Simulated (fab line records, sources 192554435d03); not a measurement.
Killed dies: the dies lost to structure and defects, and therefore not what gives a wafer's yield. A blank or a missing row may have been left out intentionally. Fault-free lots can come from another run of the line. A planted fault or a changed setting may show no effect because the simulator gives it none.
Comparing a struck lot with a sound one -- flow n5-finfet -- 14 steps out of a route of 1938
Sound: the wafers L306.1, L306.3, L306.6. Struck: wafer L318.2. (L318.1, L318.4 of the same lot were not struck and are left out.) The cause comes at the end.
Each step with rows lists, per side, the tool, then ch with its chambers, then its first start. Under that, the readings that differ: sound wafers -- struck wafers -- difference of the means -- sigmas: that difference in standard deviations of wafers without a fault.
alike: readings whose means differ by less than 2 such deviations, and words and numbers that are the same on both sides. not compared: withheld readings, readings that some wafer has no value for, bounds like >300 that may hide the same value, and numbers for which the record gives no deviation and whose values overlap.
Wherever a step has rows on one side only, a row that says differs or no value, or a row with sigmas, the two part there. Non-overlapping numbers with no deviation appear without sigmas and do not part them. A reading missing from all wafers of one side parts the sides only when that side holds two or more wafers.

first, 1 step without rows for these wafers: N5_BEOL_M8_TRENCH_ETCH_37 (etches SiCOH lowk in C4F6/O2, target depth 93.478 nm, time 31.2 s).
N5_BEOL_M8_ETCH_41: etches SiCN in CH3F/O2, target depth 31.9 nm, time 57.8 s.
  sound: rie-diel-03 ch 0,1,2; struck: rie-diel-04 ch 3
  alike: bias-w, chamber-pressure-mTorr, drypump-motor-current-A, oes-product-au, rf-vpp-V, showerhead-plenum-p-Torr, throttle-valve-pct
  not compared: rf-hours-counter-h
then, 1 step without rows for these wafers: N5_BEOL_M8_STRIP_80 (strips in N2/H2, time 10 s).
N5_BEOL_M8_OCD_MEAS_38:
  struck on ocd-01, day 15 02:08; sound on ocd-01, day 9 22:14
  alike: trench-depth-nm
then, 4 steps without rows for these wafers: N5_BEOL_M8_HM_STRIP_39 (strips TiN in peroxide tin strip, target depth 25 nm, time 158 s); N5_BEOL_M8_SRD_40 (time 30 s); N5_BEOL_M8_PRECLEAN_42 (cleans in residue remover, time 60 s); N5_BEOL_M8_SRD_43 (time 30 s).
N5_BEOL_M8_CD_MEAS_35: target cd 40 nm.
  struck on cd-sem-03, day 15 02:17; sound on cd-sem-01, day 9 22:23
  alike: cd-nm
N5_BEOL_M8_CURE_75: cures SiCOH lowk, time 120 s.
  sound on uv-cure-03 ch 1, day 9 22:26; struck on uv-cure-02 ch 1, day 15 02:25
  alike: lamp-power-pct, wafer_temp_C_max
N5_BEOL_M8_DEGAS_44: time 60 s.
  struck on pvd-sputter-02, day 15 02:44; sound on pvd-sputter-01, day 9 22:46
  alike: heater-power-w
N5_BEOL_M8_PRE_CLEAN_45: time 30 s.
  struck on pvd-sputter-02, day 15 02:46; sound on pvd-sputter-01, day 9 22:48
  alike: heater-power-w
N5_BEOL_M8_ALD_77: deposits TaN, target thk 2 nm, pulse time 2 s, purge time 3 s.
  sound on ald-metal-03 ch 1,3, day 9 22:52; struck on ald-metal-03 ch 1, day 15 02:55
reading,sound,struck,difference,sigmas
susceptor-temp-C (C),275.05 275.19 275.04,281.91,+6.82,+36
  alike: heater-power-w
N5_BEOL_M8_SURFACE_TREAT_79:
  struck on pvd-sputter-01, day 15 03:28; sound on pvd-sputter-01, day 9 23:08
  not compared: throttle-valve-pct

## WHERE THEY PART
Only at N5_BEOL_M8_ALD_77, as far as this record shows.

WHY: the cause the simulator had injected
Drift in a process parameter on ald-metal-03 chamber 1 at N5_BEOL_M8_ALD_77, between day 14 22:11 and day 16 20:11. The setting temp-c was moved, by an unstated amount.
